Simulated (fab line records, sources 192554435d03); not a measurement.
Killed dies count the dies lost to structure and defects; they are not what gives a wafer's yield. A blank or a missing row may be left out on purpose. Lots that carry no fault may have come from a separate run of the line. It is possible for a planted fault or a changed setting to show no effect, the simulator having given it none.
Problem report in the 8D (eight disciplines) form, filled by code -- flow n5-finfet -- the parts of the form that need people (team, actions taken, sign-off) are left out

1. WHAT WENT WRONG
Wafers free of any fault read 556 nm (standard deviation 20) for M14_THK at N5_BEOL_M14_THK_MEAS_50, against a mean of 1264 nm on 6 wafers of 2 lots. That puts it +35 standard deviations away from the usual mean.
The step: measures by xrf.
Seen first at day 15 03:04 on film-metro-02, wafer L331.2. At this step, 23 wafers from 8 lots have a number in the record. Rule for "out" (also "out of limits"): further than 4 standard deviations from the usual mean. All remaining wafers that have a number are taken as sound.

2. WHAT IT IS, WHAT IT ISN'T
question,is,is not
which readings at this step,M14_THK,-
which lots,"L331, L334","L321, L323, L332, L338, L341, L342"
which wafers of those lots,all that have a number,-
read on which gauges,"film-metro-01, film-metro-02",-
when,from day 15 03:04,"up to then (9 sound wafers); but 8 sound wafers of L338, L341, L342 came after"

3. THE SUSPECTS, EACH WITH WHAT RULES IT OUT
Counting: a tool at a process step up to the reading stays a suspect if it ran every lot that is out and no sound lot after the first of them.
- ruled out: the gauge at N5_BEOL_M14_THK_MEAS_50. Those wafers that are out were read across 2 gauges (film-metro-01, film-metro-02).
- rie-diel-02 at N5_BEOL_M14_ETCH_68 (etches SOC in N2/H2, time 450 s): ruled out as a lasting fault. Sound lots L342 ran on it after its first lot that is out, L331 (day 14 22:54).
- cmp-02 at N5_BEOL_M14_CMP_49 (polishes, stops on SiO2, t overpolish 5.2 s, target thk 560 nm): ruled out as a lasting fault. Sound lots L342 ran on it after its first lot that is out, L331 (day 15 02:47).
Left after counting: nothing in the record.

4. THE CAUSE (what the simulator had put in)
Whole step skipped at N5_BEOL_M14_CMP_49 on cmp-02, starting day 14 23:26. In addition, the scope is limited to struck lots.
It was ruled out by counting, in error; the rule expects a fault to strike all lots run on its tool from its start on, and this fault did not.

5. THE EFFECT CHAIN, in route order
Each row: a reading whose mean over the struck wafers that have a number lies more than 3 standard deviations from the usual. Readings are gone through only where the record gives a usual standard deviation; hours: the median, over the lots, of the time from a lot's start at the first step in this table giving one to that lot's start at this step; sigmas: the change measured in usual standard deviations.
hours,step,reading,usual,on struck wafers,change,sigmas
0,N5_BEOL_M14_THK_MEAS_50,M14_THK,556 nm,1264,+708,+35
0,N5_BEOL_M14_RS_MEAS_54,M14_RS,0.0335 ohm/sq,0.0134,-0.0201,-17
0,N5_BEOL_M14_INSPECT_55,raw-defect-count,66,6521,+6455,+99 or more
23,N5_PASSIVATION_PROBE_49,defect-limited-yield,91.7 %,0.0,-91.7,-66
23,N5_PASSIVATION_PROBE_49,killed_at_M4_up,13,1100,+1087,+99 or more
23,N5_PASSIVATION_PROBE_49,killed-dies,98,1180,+1082,+68
23,N5_PASSIVATION_PROBE_49,killed-on-rim,13,152,+139,+33
23,N5_PASSIVATION_PROBE_49,sort-n-pass,1080,0,-1080,-47
23,N5_PASSIVATION_PROBE_49,sort-yield-pct,91.5 %,0.0,-91.5,-48
Process steps it contains:
- N5_PASSIVATION_PROBE_49
Readings that are blank on the struck wafers while sound wafers have them: barrier-field-endpoint-s at N5_BEOL_M14_CMP_49; clearing-platen-down-force-psi at N5_BEOL_M14_CMP_49; motor-current-A at N5_BEOL_M14_CMP_49; overpolish-run-s at N5_BEOL_M14_CMP_49; time-to-endpoint-s at N5_BEOL_M14_CMP_49.

6. WHAT WOULD HAVE CAUGHT IT SOONER
4 hours passed between the start of the fault at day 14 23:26 and the first reading out of limits at a measuring or inspecting step in this record, taken at day 15 03:04.
At N5_BEOL_M14_CMP_49 the tool's readings are blank on the struck wafers, where sound wafers have them: an empty tool record is the first sign, and it was there at once.
